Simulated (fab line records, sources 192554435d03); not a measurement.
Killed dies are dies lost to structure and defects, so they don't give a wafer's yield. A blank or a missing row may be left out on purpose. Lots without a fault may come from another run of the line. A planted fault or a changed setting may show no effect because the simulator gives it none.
Tool commonality check | flow n5_finfet | 11 lots, 33 wafers sampled

WHY IT WAS OPENED
At N5_BEOL_M7_INSPECT_58 the reading raw_defect_count is flagged on 2 of 11 lots. Wafers without a fault read 72, standard deviation 24.
Rule: a lot is flagged when every wafer of it that has a number lies more than 4 standard deviations from that mean, or none has a number. The other lots count as sound.

lot  | measured     | on                | raw_defect_count, wafer by wafer | flag
L128 | day 9 23:26  | defect_inspect-02 | 66 41 47                         |
L130 | day 10 07:56 | defect_inspect-02 | 44 45 54                         |
L132 | day 10 20:03 | defect_inspect-01 | 56 82 81                         |
L134 | day 11 04:04 | defect_inspect-01 | 71 111 83                        |
L136 | day 11 14:47 | defect_inspect-01 | 52 52 59                         |
L137 | day 12 02:49 | defect_inspect-01 | 88 59 49                         |
L138 | day 12 07:31 | defect_inspect-02 | 97 76 47                         |
L145 | day 13 17:02 | defect_inspect-02 | 78 104 66                        |
L144 | day 13 22:49 | defect_inspect-01 | 1060 1035 1057                   | FLAGGED
L147 | day 14 06:25 | defect_inspect-02 | 1020 1052 1038                   | FLAGGED
L149 | day 15 11:02 | defect_inspect-01 | 62 87 90                         |
The numbers of the flagged lots are 1044 on average: +972 against the usual, or +40 standard deviations.

WHICH TOOL RAN EACH LOT
The record holds 2 process steps before the reading, out of a route of 1938 steps. In each cell: the tool, then ch and the chambers that the sampled wafers went through, then the start.
lot  | flag    | N5_BEOL_M7_ANNEAL_51             | N5_BEOL_M7_DEP_56
L128 |         | rtp_anneal-02 ch 0, day 9 22:41  | pecvd-02 ch 0,1,2, day 9 23:21
L130 |         | rtp_anneal-02 ch 0, day 10 07:14 | pecvd-01 ch 0,1, day 10 07:50
L132 |         | rtp_anneal-01 ch 0, day 10 19:24 | pecvd-03 ch 0,2, day 10 19:58
L134 |         | rtp_anneal-02 ch 0, day 11 03:22 | pecvd-02 ch 0,2, day 11 03:59
L136 |         | rtp_anneal-02 ch 0, day 11 13:58 | pecvd-03 ch 0,1,2, day 11 14:41
L137 |         | rtp_anneal-02 ch 0, day 12 02:01 | pecvd-01 ch 0,1,2, day 12 02:43
L138 |         | rtp_anneal-02 ch 0, day 12 06:46 | pecvd-03 ch 0, day 12 07:24
L145 |         | rtp_anneal-02 ch 0, day 13 16:17 | pecvd-01 ch 0,1, day 13 16:56
L144 | FLAGGED | rtp_anneal-02 ch 0, day 13 22:04 | pecvd-01 ch 0,2, day 13 22:43
L147 | FLAGGED | rtp_anneal-02 ch 0, day 14 05:46 | pecvd-01 ch 1,2, day 14 06:20
L149 |         | rtp_anneal-02 ch 0, day 15 10:17 | pecvd-03 ch 0,2, day 15 10:56
What these steps do:
- N5_BEOL_M7_ANNEAL_51: time 90 s.
- N5_BEOL_M7_DEP_56: deposits SiCN from 3MS/NH3, target thk 10 nm, time 17.5 s.
- N5_BEOL_M7_INSPECT_58: inspects for defects (darkfield).

FLAGGED OVER TOTAL, TOOL BY TOOL (the gauges that took the reading come last)
step                  | tool              | lots run | flagged | share of the flagged lots | sound lots run after its first flagged lot
N5_BEOL_M7_ANNEAL_51  | rtp_anneal-01     | 1        | 0       | none                      | -
N5_BEOL_M7_ANNEAL_51  | rtp_anneal-02     | 10       | 2       | all                       | 1 (L149)
N5_BEOL_M7_DEP_56     | pecvd-01          | 5        | 2       | all                       | 0
N5_BEOL_M7_DEP_56     | pecvd-02          | 2        | 0       | none                      | -
N5_BEOL_M7_DEP_56     | pecvd-03          | 4        | 0       | none                      | -
N5_BEOL_M7_INSPECT_58 | defect_inspect-01 | 6        | 1       | some                      | 1 (L149)
N5_BEOL_M7_INSPECT_58 | defect_inspect-02 | 5        | 1       | some                      | 0

WHAT THE TABLE ALLOWS
2 rows of the table ran every flagged lot: rtp_anneal-02 at N5_BEOL_M7_ANNEAL_51, pecvd-01 at N5_BEOL_M7_DEP_56.
- rtp_anneal-02 at N5_BEOL_M7_ANNEAL_51: 2 of its 10 lots flagged. Sound lots ran on it after the first flagged one (L149), which a lasting fault on the whole tool wouldn't allow.
- pecvd-01 at N5_BEOL_M7_DEP_56: 2 of its 5 lots flagged. Its last sound lot is L145 (day 13 16:56), its first flagged lot L144 (day 13 22:43): a fault that began between those two fits.
One tool is left: pecvd-01 at N5_BEOL_M7_DEP_56.

WHAT THE SIMULATOR HAD PUT IN
Chamber particle source: pecvd-01, from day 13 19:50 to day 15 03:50, at N5_BEOL_M7_DEP_56. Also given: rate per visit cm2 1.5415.
Lots struck among those shown: L144, L147. The rule above found the same.
